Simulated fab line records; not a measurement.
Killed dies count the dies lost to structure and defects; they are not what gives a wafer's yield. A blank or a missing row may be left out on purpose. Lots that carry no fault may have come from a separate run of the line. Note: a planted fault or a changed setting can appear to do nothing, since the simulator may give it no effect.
A lot that was struck, set against a sound lot || flow n5-finfet || 15 steps out of a route of 1938
Sound: these wafers, L314.1, L314.3, L314.6. Struck: wafer L325.3; the same lot's L325.1 was not struck, so it is left out; see the end for the cause.
At each step with rows: each side's tool, then ch and its chambers, then its first start. Under that, the readings that differ: sound wafers || struck wafers || difference of the means || sigmas: that difference in standard deviations of wafers without a fault.
alike: readings whose means differ by less than 2 such deviations, and words and numbers that are the same on both sides. not compared: withheld readings, readings that some wafer has no value for, bounds like >300 that may hide the same value, and numbers for which the record gives no deviation and whose values overlap.
A row with sigmas, a row that says differs or no value, or rows on one side alone: a step with any of these is where the two part. Numbers that don't overlap but have no deviation are shown without sigmas and don't part them. A reading missing from all wafers of one side parts the sides only when that side holds two or more wafers.

first, 1 step without rows for these wafers: N5_BEOL_M3_DESCUM_33 (chemistry O2, time 7 s).
N5_BEOL_M3_ETCH_77: etches underlayer in N2/H2, target depth 6.5 nm, time 5.2 s.
  sound on rie-diel-02 ch 0,2, day 7 09:54; struck on rie-diel-02 ch 2, day 9 21:02
{"reading": "drypump-motor-current-A (A)", "sound": "6.5 5.1 5.1", "struck": 6.5, "difference": "+0.9", "sigmas": "+3"}
  alike: etch-rf-on-time-s, oes-product-au, rf-vpp-V, showerhead-plenum-p-Torr, throttle-valve-pct
  not compared: rf-hours-counter-h
N5_BEOL_M3_ETCH_69: etches SiARC in CF4, target depth 15.6 nm, time 26 s.
  sound on rie-diel-02 ch 0,2, day 7 09:55; struck on rie-diel-02 ch 2, day 9 21:03
{"reading": "drypump-motor-current-A (A)", "sound": "6.5 5.1 5.1", "struck": 6.5, "difference": "+0.9", "sigmas": "+3"}
  alike: etch-rf-on-time-s, oes-product-au, rf-vpp-V, showerhead-plenum-p-Torr, throttle-valve-pct
  not compared: rf-hours-counter-h
N5_BEOL_M3_ALD_98: deposits SiO2, target thk 2.5 nm, pulse time 1 s, co reactant pulse time 1 s.
  sound on ald-sin-02 ch 1,2,3, day 7 10:00; struck on ald-sin-04 ch 2, day 9 21:12
  alike: heater-power-w, precursor-pulse-height-rel
N5_BEOL_M3_ETCHBACK_99: etches SiO2 in CHF3, target depth 5 nm, time 10.4 s.
  sound on rie-diel-02 ch 0,2, day 7 11:03; struck on rie-diel-06 ch 1, day 9 23:10
{"reading": "throttle-valve-pct (%)", "sound": "17.38 17.27 17.30", "struck": 16.74, "difference": -0.58, "sigmas": -2}
  alike: drypump-motor-current-A, oes-product-au, rf-vpp-V, showerhead-plenum-p-Torr
  not compared: rf-hours-counter-h
then, 7 steps without rows for these wafers: N5_BEOL_M3_ETCH_70 (etches SOC in N2/H2, target depth 80 nm, overetch 16 nm, time 120 s); N5_BEOL_M3_STRIP_71 (strips in N2/H2); N5_BEOL_M3_STRIP_78 (strips in N2/H2); N5_BEOL_M3_VIA_ETCH_34 (etches the open film in C4F6/O2, target depth 69.4 nm, time 65.9 s); N5_BEOL_M3_STRIP_83 (strips in C4F6/O2); N5_BEOL_M3_STRIP_36 (strips in N2/H2); N5_BEOL_M3_TRENCH_ETCH_37 (etches SiOC in C4F6/O2, target depth 55.555 nm, time 29.2 s).
N5_BEOL_M3_ETCH_41: etches SiCN in CH3F/O2, target depth 29.9 nm, time 52.5 s.
  sound on rie-diel-02 ch 0,2, day 7 11:19; struck on rie-diel-06 ch 1, day 9 23:26
{"reading": "oes-product-au (a.u.)", "sound": "0.77 0.81 0.80", "struck": 1.03, "difference": "+0.24", "sigmas": "+3"}
{"reading": "throttle-valve-pct (%)", "sound": "16.62 16.54 16.55", "struck": 16.01, "difference": -0.56, "sigmas": -2}
{"reading": "model.etch.depth-nm (nm)", "sound": "20.42 19.77 19.56", "struck": 26.67, "difference": "+6.75", "sigmas": ""}
  alike: drypump-motor-current-A, rf-vpp-V, showerhead-plenum-p-Torr
  not compared: rf-hours-counter-h
N5_BEOL_M3_STRIP_97: strips in N2/H2, time 10 s.
  sound on rie-diel-02 ch 0,2; struck on rie-diel-06 ch 1
{"reading": "throttle-valve-pct (%)", "sound": "23.8 24.1 24.1", "struck": 23.3, "difference": -0.7, "sigmas": -2}
  alike: bias-power-w, drypump-motor-current-A, oes-product-au, rf-vpp-V, showerhead-plenum-p-Torr
  not compared: rf-hours-counter-h
N5_BEOL_M4_RC_MEAS_101:
  sound on prober-01 ch 0, day 8 01:53; struck on prober-02 ch 0, day 10 18:49
{"reading": "ION_N (uA/um)", "sound": "665 692 674", "struck": 700, "difference": "+23", "sigmas": "+2"}
{"reading": "SS_N (mV/dec)", "sound": "71.5 71.3 70.9", "struck": 72.8, "difference": "+1.6", "sigmas": "+2"}
{"reading": "VT_N (mV)", "sound": "256 246 254", "struck": 245, "difference": -7, "sigmas": -2}
  alike: DIBL_N, DIBL_P, IOFF_N, IOFF_P, ION_P, SS_P, VT_P

## WHERE THEY PART
At N5_BEOL_M3_ETCH_77 first; at N5_BEOL_M4_RC_MEAS_101 last (within this record only).

WHY: what had been put in by the simulator
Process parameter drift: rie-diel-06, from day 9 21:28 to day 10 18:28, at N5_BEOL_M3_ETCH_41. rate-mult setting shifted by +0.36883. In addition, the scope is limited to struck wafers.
